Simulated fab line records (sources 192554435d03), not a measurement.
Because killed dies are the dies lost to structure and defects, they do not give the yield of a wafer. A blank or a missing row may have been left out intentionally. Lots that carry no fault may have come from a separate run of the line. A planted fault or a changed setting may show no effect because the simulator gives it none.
Comparing a struck lot with a sound one | flow n5-finfet | 16 steps out of a route of 1938
Sound: the wafers L699.4, L699.5, L699.6. Struck: wafers L715.5, L715.6. The cause is named last.
At each step with rows: each side's tool, then ch and its chambers, then its first start. Under that, the readings that differ: sound wafers | struck wafers | difference of the means | sigmas: that difference in standard deviations of wafers without a fault.
alike: a reading whose means differ by less than 2 such deviations, as well as words and numbers matching on both sides. not compared: withheld readings; readings where some wafer has no value; bounds like >300 that might hide an equal value; numbers whose values overlap and for which the record gives no deviation.
Wherever a step has rows on one side only, a row that says differs or no value, or a row with sigmas, the two part there. Numbers that have no deviation but don't overlap get no sigmas and don't part them. Lack of a reading on every wafer of one side parts them only where that side has two or more wafers.

N5_MOL_CONTACT_COAG_CD_MEAS_08: the cd target is 28 nm.
  sound on cd-sem-03 ch 0, day 4 13:11; struck on cd-sem-02 ch 0, day 8 19:20
  reading    | sound             | struck      | difference | sigmas
  cd-nm (nm) | 27.79 27.52 27.56 | 28.09 28.08 | +0.46      | +2
N5_MOL_CONTACT_COAG_OVL_MEAS_09:
  sound on overlay-02 ch 0, day 4 13:14; struck on overlay-01 ch 0, day 8 19:23
  reading     | sound       | struck    | difference | sigmas
  CA_OVL (nm) | 1.1 1.0 1.9 | -0.2 -0.1 | -1.5       | -2
N5_MOL_CONTACT_COAG_INSPECT_10: inspects for defects (brightfield).
  sound on defect-inspect-02 at day 4 13:16; struck on defect-inspect-02 at day 8 19:25
  alike: raw-defect-count
N5_MOL_CONTACT_COAG_DESCUM_13: chemistry O2, time 7 s.
  sound on rie-diel-01 ch 1,2, day 4 13:19; struck on rie-diel-03 ch 0,1, day 8 19:28
  reading               | sound          | struck    | difference | sigmas
  oes-product-au (a.u.) | 0.70 0.71 0.73 | 0.98 0.95 | +0.25      | +3
  alike: bias-power-w, drypump-motor-current-A, rf-vpp-V, showerhead-plenum-p-Torr, throttle-valve-pct
  not compared: rf-hours-counter-h
then, 1 step without rows for these wafers: N5_MOL_CONTACT_COAG_ETCH_59 (etches underlayer in N2/H2, target depth 13 nm, time 10.4 s).
N5_MOL_CONTACT_COAG_ETCH_105: etches SiARC in CF4, target depth 15.6 nm, time 26 s.
  sound on rie-diel-01 ch 1,2, day 4 13:22; struck on rie-diel-03 ch 0,1, day 8 19:31
  reading               | sound          | struck    | difference | sigmas
  oes-product-au (a.u.) | 0.60 0.60 0.62 | 0.82 0.80 | +0.20      | +3
  alike: drypump-motor-current-A, etch-rf-on-time-s, rf-vpp-V, showerhead-plenum-p-Torr, throttle-valve-pct
  not compared: rf-hours-counter-h
then, 3 steps without rows for these wafers: N5_MOL_CONTACT_COAG_ETCH_106 (etches SOC in N2/H2, target depth 80 nm, overetch 16 nm, time 120 s); N5_MOL_CONTACT_COAG_STRIP_107 (strips in N2/H2); N5_MOL_CONTACT_COAG_STRIP_108 (strips in N2/H2).
N5_MOL_CONTACT_COAG_CONTACT_ETCH_14: etches SiO2 in C4F6/O2, target depth 27.5 nm, overetch 8.5 nm, time 20 s.
  sound on rie-diel-01 ch 1,2, day 4 13:29; struck on rie-diel-03 ch 0,1, day 8 19:39
  reading               | sound          | struck    | difference | sigmas
  oes_o_777_au (a.u.)   | 0.72 0.71 0.73 | 0.93 0.93 | +0.21      | +3
  oes-product-au (a.u.) | 0.60 0.60 0.63 | 0.81 0.79 | +0.19      | +3
  alike: drypump-motor-current-A, rf-vpp-V, showerhead-plenum-p-Torr, throttle-valve-pct
  not compared: rf-hours-counter-h
then, 1 step without rows for these wafers: N5_MOL_CONTACT_COAG_STRIP_109 (strips in C4F6/O2).
N5_MOL_CONTACT_COAG_ETCH_15: etches SiNx in CH3F/O2, stops on Si:P, target depth 7 nm.
  sound on rie-diel-01 ch 1,2, day 4 13:31; struck on rie-diel-03 ch 0,1, day 8 19:42
  reading               | sound          | struck    | difference | sigmas
  oes_o_777_au (a.u.)   | 0.72 0.71 0.72 | 0.93 0.92 | +0.21      | +3
  oes-product-au (a.u.) | 0.52 0.51 0.53 | 0.70 0.68 | +0.17      | +3
  alike: drypump-motor-current-A, rf-vpp-V, showerhead-plenum-p-Torr, throttle-valve-pct
  not compared: rf-hours-counter-h
N5_MOL_CONTACT_COAG_ETCH_110: etches Si in CF4/O2, target depth 2.5 nm, time 8 s.
  sound on rie-diel-01 ch 1,2, day 4 13:35; struck on rie-diel-03 ch 0,1, day 8 19:45
  reading                                            | sound             | struck      | difference | sigmas
  oes_o_777_au (a.u.)                                | 0.72 0.71 0.73    | 0.93 0.92   | +0.21      | +3
  model.etch.depth-nm (nm)                           | 2.481 2.493 2.411 | 1.729 1.692 | -0.751     |
  model.SOC_of_MOL_CONTACT_COAG_COAT_103.thk-nm (nm) | 73.6 73.6 73.8    | 74.2 74.2   | +0.5       |
  model.MOL_CONTACT_COAG.cd-offset-nm (nm)           | 0 0 0             | -0.4 -0.2   | -0.3       |
  alike: drypump-motor-current-A, oes-product-au, rf-vpp-V, showerhead-plenum-p-Torr, throttle-valve-pct
  not compared: rf-hours-counter-h
N5_MOL_CONTACT_COAG_STRIP_98: strips in N2/H2.
  sound on rie-diel-01 ch 1,2, day 4 13:38; struck on rie-diel-03 ch 0,1, day 8 19:48
  reading               | sound          | struck    | difference | sigmas
  oes-product-au (a.u.) | 0.72 0.70 0.73 | 0.96 0.95 | +0.24      | +3
  alike: bias-power-w, drypump-motor-current-A, rf-vpp-V, showerhead-plenum-p-Torr, throttle-valve-pct
  not compared: rf-hours-counter-h
-- the record jumps here: 4 days lie between the struck wafers' starts before and after (it left off in module MOL_CONTACT_COAG and takes up again in module BEOL_M4, whose first step shown is number 1111 of the route) --
N5_BEOL_M4_RC_MEAS_101:
  sound on prober-02 ch 0, day 8 10:49; struck on prober-01 ch 0, day 12 14:30
  alike: DIBL_N, DIBL_P, IOFF_N, IOFF_P, ION_N, ION_P, SS_N, SS_P, VT_N, VT_P
-- here the record skips 5 days between the struck wafers' starts before and after, leaving off in module BEOL_M4 and picking up in module PASSIVATION (first step shown: number 1936 of the route) --
N5_PASSIVATION_PROBE_49:
  sound on prober-01 at day 13 03:59; struck on prober-01 at day 17 18:28
  reading            | sound | struck | difference | sigmas
  killed-at-contacts | 9 8 2 | 20     | +14        | +2
  alike: defect-limited-yield, killed_at_M0_to_M3, killed_at_M4_up, killed-at-front-end, killed-at-other, killed-dies, killed-open, killed-short, sort_bin_5_function, sort_bin_6_memory, sort-n-pass, sort-yield-pct

== WHERE THEY PART ==
First at N5_MOL_CONTACT_COAG_CD_MEAS_08; last, within this record, at N5_PASSIVATION_PROBE_49.

WHY: what had been put in by the simulator
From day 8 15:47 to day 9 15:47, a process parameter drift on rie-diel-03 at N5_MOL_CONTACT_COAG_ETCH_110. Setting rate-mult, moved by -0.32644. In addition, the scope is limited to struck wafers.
